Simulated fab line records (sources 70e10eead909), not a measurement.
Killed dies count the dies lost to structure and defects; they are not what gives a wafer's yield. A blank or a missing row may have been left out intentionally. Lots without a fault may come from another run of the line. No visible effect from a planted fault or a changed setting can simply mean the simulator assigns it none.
What tool caused it? -- flow nandHarc -- Sampling: 6 lots, 18 wafers, 5 of 1159 route steps

WHAT THE GAUGES READ, wafer by wafer
NHARC_END_SORT_01.
lot,measured,on,killedAtArray
L618,day 24 13:35,prober-02,669 671 673

WHAT TOOL EACH LOT RAN ON (gives the tool, then ch and the chambers of the sampled wafers, and finally the start)
lot,NHARC_A_STAIRCASE_ETCHBACK_416,NHARC_A_STAIRCASE_ALD_420,NHARC_A_STAIRCASE_CMP_152,NHARC_A_STAIRCASE_ETCHBACK_422
L599,"rieDiel-01 ch 0,1, day 12 15:32 or earlier","aldHk-03 ch 0,2,3, day 12 15:32","cmp-03 ch 0,1,2, day 14 01:37","rieDiel-05 ch 0,2,3, day 14 02:06"
L602,"rieDiel-10 ch 0,2,3, day 13 05:05","aldHk-02 ch 0,2, day 13 11:23","cmp-03 ch 0,1,3, day 14 23:19","rieDiel-10 ch 0,2, day 14 23:48"
L605,"rieDiel-05 ch 1,2,3, day 14 13:07 or earlier","aldHk-02 ch 0,1,3, day 14 13:07","cmp-03 ch 1,2,3, day 16 00:43","rieDiel-05 ch 0,1,3, day 16 01:09"
L608,"rieDiel-01 ch 0,2, day 15 08:12 or earlier","aldHk-02 ch 0,2,3, day 15 08:12","cmp-04 ch 0,1,3, day 16 19:30","rieDiel-05 ch 0,1,3, day 16 19:58"
L612,"rieDiel-01 ch 0,2,3, day 16 06:00 or earlier","aldHk-03 ch 0,2,3, day 16 06:00","cmp-03 ch 1,2, day 17 19:29","rieDiel-05 ch 0,1,2, day 17 19:59"
L618,"rieDiel-05 ch 0,3, day 17 07:23 or earlier","aldHk-02 ch 2,3, day 17 07:23","cmp-03 ch 0,1, day 19 03:25","rieDiel-05 ch 0,1,3, day 19 03:55"
- NHARC_A_STAIRCASE_ETCHBACK_416: etches the open film in C4F8/O2/Ar, target depth 36 nm, time 7.2 s.
- NHARC_A_STAIRCASE_ALD_420: deposits SiO2, target thk 20 nm, pulse time 6 s, ald cycles 200.
- NHARC_A_STAIRCASE_CMP_152: polishes.
- NHARC_A_STAIRCASE_ETCHBACK_422: etches the open film in CH3F/O2, target depth 40 nm, time 74.286 s.

THE ANSWER, worked out from the rows above alone
Rule: what is usual is taken from the lots themselves. The widest of any qualifying gaps counts: lots, ordered by their means at a reading, are off when they make up no more than a third of the lots, leave a main group of 4 or more, and stand apart from it by 3 or more times the standard deviation of that group's means. The tables above print the reading to a certain number of digits; a main group whose means all agree to those digits is not used. A lot without any number at a reading at which 4 lots or more have one is off too. Any other lot the step has rows for is counted as sound.
Nothing can be told from this: no lot is off at any reading shown.

WHAT THE SIMULATOR PUT IN
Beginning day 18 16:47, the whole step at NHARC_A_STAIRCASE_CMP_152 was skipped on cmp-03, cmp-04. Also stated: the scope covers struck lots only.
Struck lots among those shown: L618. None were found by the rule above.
